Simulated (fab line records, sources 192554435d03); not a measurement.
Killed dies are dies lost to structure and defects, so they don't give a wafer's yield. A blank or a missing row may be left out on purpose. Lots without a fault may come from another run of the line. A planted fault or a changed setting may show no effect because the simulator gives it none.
Problem report in the 8D (eight disciplines) form, filled by code | flow n5_finfet | the parts of the form that need people (team, actions taken, sign-off) are left out

1. THE PROBLEM
run_length_s at N5_BEOL_M3_CO_CAP_55 reads a mean of 179.6 s on 2 wafers of 2 lots; wafers without a fault read 125.1 s with a standard deviation of 0.65. That is +84 standard deviations from the usual mean.
The step: material Co, precursor CCTBA/H2, target thk 2 nm, time 102.1 s.
First seen on wafer L886.4, day 8 08:25, on cvd_co-02. The record holds 32 wafers of 11 lots with a number at this step. Rule for "out", or "out of limits": more than 4 standard deviations from the usual mean. The other wafers with a number count as sound.

2. WHAT IT IS AND WHAT IT IS NOT
question                    | is               | is not
which readings at this step | run_length_s     | heater_power_w
which lots                  | L886, L887       | L885, L888, L891, L896, L897, L898, L901, L902, L903
which wafers of those lots  | L886.4, L887.3   | L886.1, L886.5, L887.1, L887.5
read on which tools         | cvd_co-02        | cvd_co-01
when                        | from day 8 08:25 | up to then (4 sound wafers); but 26 sound wafers of L887, L888, L891, L896, L897, L898, L901, L902, L903 came after

3. SUSPECTS, AND WHAT RULES EACH OUT
Counting: a tool at a process step up to the reading stays a suspect if it ran every lot that is out. Sound lots after the first of them don't rule it out here, since some wafers of a struck lot are sound.
- cvd_co-02 at N5_BEOL_M3_CO_CAP_55 (material Co, precursor CCTBA/H2, target thk 2 nm, time 102.1 s): kept. It ran every lot that is out, first L886 (day 8 08:25); its last sound lot up to then is L885 (day 7 23:25). Its own readings are out on those wafers: run_length_s.
- Within cvd_co-02 at N5_BEOL_M3_CO_CAP_55: the wafers that are out ran in chamber 1; their sound lot-mates ran in chambers 0, 2.
Left after counting: cvd_co-02 at N5_BEOL_M3_CO_CAP_55.

4. THE CAUSE (what the simulator had put in)
Process parameter drift: cvd_co-02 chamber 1, from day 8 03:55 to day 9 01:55, at N5_BEOL_M3_CO_CAP_55. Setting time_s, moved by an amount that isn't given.
Counting left only this tool.

5. THE CHAIN OF EFFECTS, in route order
Each row: a reading whose mean over the struck wafers that have a number lies more than 3 standard deviations from the usual. Only readings for which the record gives a usual standard deviation are gone through. hours: the time from each lot's start at the first step in this table that gives one to its start at this step, as a median over the lots. sigmas: the change in usual standard deviations.
hours | step                 | reading      | usual   | on struck wafers | change | sigmas
0     | N5_BEOL_M3_CO_CAP_55 | run_length_s | 125.1 s | 179.6            | +54.5  | +84
The process steps in it:
- N5_BEOL_M3_CO_CAP_55: material Co, precursor CCTBA/H2, target thk 2 nm, time 102.1 s.
Later measuring or inspecting steps at which every struck wafer that the step has a row for has a number for every such reading, and none has moved that far: N5_BEOL_M4_RC_MEAS_101.

6. WHAT WOULD HAVE CAUGHT IT SOONER
In this record the first reading out of limits was taken at day 8 08:25, 4 hours after the fault began at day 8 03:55.
